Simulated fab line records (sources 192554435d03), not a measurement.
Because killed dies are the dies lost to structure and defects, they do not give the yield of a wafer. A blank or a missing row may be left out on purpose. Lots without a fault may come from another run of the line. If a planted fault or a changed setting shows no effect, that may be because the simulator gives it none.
Matching of chambers | flow n5 finfet | 4 sister chambers for N5_BEOL_M6_DESCUM_16 on rie diel-01
The step chemistry O2, time 7.9 s. 16 wafers are shown with their chamber, then 8 later ones without.

WAFERS WITH THEIR CHAMBER
wafer  | chamber | drypump motor current A (A) | showerhead plenum p Torr (Torr) | throttle valve pct (%)
L078.1 | 0       | 5.7                         | 2.14                            | 20.47
L078.3 | 2       | 5.9                         | 2.27                            | 20.70
L078.5 | 2       | 5.9                         | 2.27                            | 20.69
L079.2 | 3       | 5.6                         | 2.11                            | 20.28
L079.3 | 2       | 5.9                         | 2.27                            | 20.69
L079.6 | 3       | 5.6                         | 2.11                            | 20.28
L082.1 | 2       | 5.9                         | 2.27                            | 20.72
L082.4 | 3       | 5.6                         | 2.11                            | 20.30
L082.5 | 1       | 5.0                         | 2.15                            | 20.90
L090.2 | 0       | 5.8                         | 2.13                            | 20.48
L090.5 | 0       | 5.8                         | 2.14                            | 20.51
L090.6 | 2       | 5.9                         | 2.26                            | 20.73
L091.2 | 1       | 5.0                         | 2.14                            | 20.41
L091.5 | 3       | 5.5                         | 2.10                            | 20.33
L091.6 | 2       | 5.9                         | 2.26                            | 20.75
L092.1 | 0       | 5.8                         | 2.13                            | 20.52

SIGNATURES, as means of the wafers listed above
reading                  | chamber 0 | chamber 1 | chamber 2 | chamber 3 | scatter within a chamber
drypump motor current A  | 5.775     | 5.000     | 5.900     | 5.575     | 0.0354
showerhead plenum p Torr | 2.1350    | 2.1450    | 2.2667    | 2.1075    | 0.00546
throttle valve pct       | 20.4950   | 20.6550   | 20.7133   | 20.2975   | 0.103
Rule: distance of a wafer from a chamber = root of the sum over the readings of ((wafer's reading minus chamber's mean) / reading's scatter) squared. The wafer belongs to the nearest chamber; if the next one is less than 2 further off, it can't be placed. The scatter: take each reading less its chamber's mean, square it, sum over the shown wafers, divide by the number of wafers less the number of chambers, and take the root.

WAFERS WITHOUT THEIR CHAMBER
wafer  | drypump motor current A (A) | showerhead plenum p Torr (Torr) | throttle valve pct (%)
L092.2 | 5.9                         | 2.26                            | 20.75
L092.5 | 5.6                         | 2.10                            | 20.32
L093.3 | 5.0                         | 2.14                            | 20.44
L093.4 | 5.9                         | 2.26                            | 20.76
L093.6 | 5.0                         | 2.14                            | 20.43
L095.1 | 5.0                         | 2.14                            | 20.43
L095.4 | 5.8                         | 2.13                            | 20.52
L095.6 | 5.8                         | 2.13                            | 20.52

WHICH CHAMBER EACH WENT THROUGH
wafer  | from the rows above | in truth
L092.2 | 2                   | 2
L092.5 | 3                   | 3
L093.3 | 1                   | 1
L093.4 | 2                   | 2
L093.6 | 1                   | 1
L095.1 | 1                   | 1
L095.4 | 0                   | 0
L095.6 | 0                   | 0
Correctly placed: 8 of 8. Number that these rows cannot place: 0. Number placed wrongly: 0.
